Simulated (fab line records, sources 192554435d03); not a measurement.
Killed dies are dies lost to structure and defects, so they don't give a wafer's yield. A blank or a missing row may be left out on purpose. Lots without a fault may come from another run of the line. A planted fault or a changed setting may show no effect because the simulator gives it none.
Split-lot experiment | flow n5_finfet | 7 lots, 21 wafers read, on a route of 1938 steps

THE SPLIT
At N5_PMOS_HMC_CHANNEL_EPI_COAT_03 (resist thk 205 nm), the setting spin_rpm was moved away from the recipe's 1500 rpm on 3 of the 21 wafers read, by +4.5% to +6.8%. The other wafers ran this setting at the recipe's value.

FROM THE SPLIT TO THE READING: what the file shows between them, 2 steps
- N5_PMOS_HMC_CHANNEL_EPI_DEVELOP_08: develop time 30 s (also split here: develop_time_s)
- N5_PMOS_HMC_CHANNEL_EPI_DESCUM_14: chemistry O2, time 7.9 s

THE READING
CAR-ArF-block_of_PMOS_HMC_CHANNEL_EPI_COAT_03.thk_nm (the simulator's own value, which no gauge read), in nm, at N5_PMOS_HMC_CHANNEL_EPI_ETCH_32 (etches BARC in N2/H2, stops on SiO2, target depth 85.8 nm, time 50.3 s). The file gives no usual value for it. The 18 wafers here that ran the recipe average 132.4 nm, standard deviation 1.7 nm.

wafer  | tool, chamber at the split | spin_rpm as run, rpm | against the recipe | CAR-ArF-block_of_PMOS_HMC_CHANNEL_EPI_COAT_03.thk_nm, nm | against lot-mates on the recipe
L076.2 | litho_track-05, 0          | 1500                 | recipe             | 132.2                                                    | -
L076.4 | litho_track-05, 0          | 1500                 | recipe             | 131.5                                                    | -
L076.5 | litho_track-05, 0          | 1500                 | recipe             | 131                                                      | -
L078.1 | litho_track-05, 0          | 1500                 | recipe             | 132.8                                                    | -
L078.3 | litho_track-05, 0          | 1500                 | recipe             | 131.2                                                    | -
L078.4 | litho_track-05, 0          | 1500                 | recipe             | 130.5                                                    | -
L083.1 | litho_track-04, 0          | 1500                 | recipe             | 134.8                                                    | -
L083.5 | litho_track-04, 0          | 1500                 | recipe             | 134.7                                                    | -
L083.6 | litho_track-04, 0          | 1500                 | recipe             | 131.4                                                    | -
L090.4 | litho_track-04, 0          | 1567                 | +4.5%              | 127.5                                                    | -6.9
L090.5 | litho_track-04, 0          | 1567                 | +4.5%              | 126.9                                                    | -7.5
L090.6 | litho_track-04, 0          | 1500                 | recipe             | 134.4                                                    | -
L092.1 | litho_track-03, 0          | 1602                 | +6.8%              | 126.2                                                    | -8.1
L092.3 | litho_track-03, 0          | 1500                 | recipe             | 135.8                                                    | -
L092.6 | litho_track-03, 0          | 1500                 | recipe             | 132.8                                                    | -
L093.1 | litho_track-05, 0          | 1500                 | recipe             | 130.9                                                    | -
L093.2 | litho_track-05, 0          | 1500                 | recipe             | 130.7                                                    | -
L093.3 | litho_track-05, 0          | 1500                 | recipe             | 132                                                      | -
L097.3 | litho_track-05, 0          | 1500                 | recipe             | 134.8                                                    | -
L097.4 | litho_track-05, 0          | 1500                 | recipe             | 130.7                                                    | -
L097.5 | litho_track-05, 0          | 1500                 | recipe             | 131                                                      | -

THE FIT
A straight line over all 21 wafers: CAR-ArF-block_of_PMOS_HMC_CHANNEL_EPI_COAT_03.thk_nm changes by -1.02 nm for each +1% of spin_rpm; r = -0.77; the points scatter about the line by 1.7 nm.
The same after taking each lot's own level away (the mean of its wafers on the recipe; 21 wafers): -1.38 nm for each +1%; r = -0.91; scatter 1.3 nm.
On that fit, the largest move of spin_rpm shifts the reading by 9.4 nm.
The lots' own levels span 131.20 to 134.40 nm, that is 1.9 times the standard deviation above.
So the lot-to-lot level blurs the effect unless lot-mates are compared.
Check: with one of the wafers moved furthest among these (+6.8%) left out of the fit, the line predicts -11 nm for it against its lot-mates. It came out at -8.1 nm against them.

OTHER SPLITS ON THESE WAFERS
These wafers also went through other splits before the reading. Each is held against what the fit with the lots' levels taken away leaves over:
other split on the same wafers                    | wafers away from the commonest value | r with CAR-ArF-block_of_PMOS_HMC_CHANNEL_EPI_COAT_03.thk_nm (lot level and that fit taken away)
N5_WELL_APT_COAT_02 spin_rpm                      | 6                                    | -0.01
N5_PMOS_HMC_CHANNEL_EPI_DEVELOP_08 develop_time_s | 7                                    | -0.11

THE WHOLE CHAIN: every reading that the file lists as answering this split, in the file's order
step                            | what it does                                                           | reading                                                                                               | change (the file's fit)              | r (the file's)
N5_PMOS_HMC_CHANNEL_EPI_COAT_03 | resist thk 205 nm                                                      | CAR-ArF-block_of_PMOS_HMC_CHANNEL_EPI_COAT_03.thk_nm (the simulator's own value, which no gauge read) | -1.05 nm for each +1% of the setting | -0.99
N5_PMOS_HMC_CHANNEL_EPI_ETCH_32 | etches BARC in N2/H2, stops on SiO2, target depth 85.8 nm, time 50.3 s | CAR-ArF-block_of_PMOS_HMC_CHANNEL_EPI_COAT_03.thk_nm (the simulator's own value, which no gauge read) | -1.32 nm for each +1% of the setting | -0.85

THE FILE'S OWN FIT
CAR-ArF-block_of_PMOS_HMC_CHANNEL_EPI_COAT_03.thk_nm changes by -1.32 nm for each +1% of spin_rpm, r = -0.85.
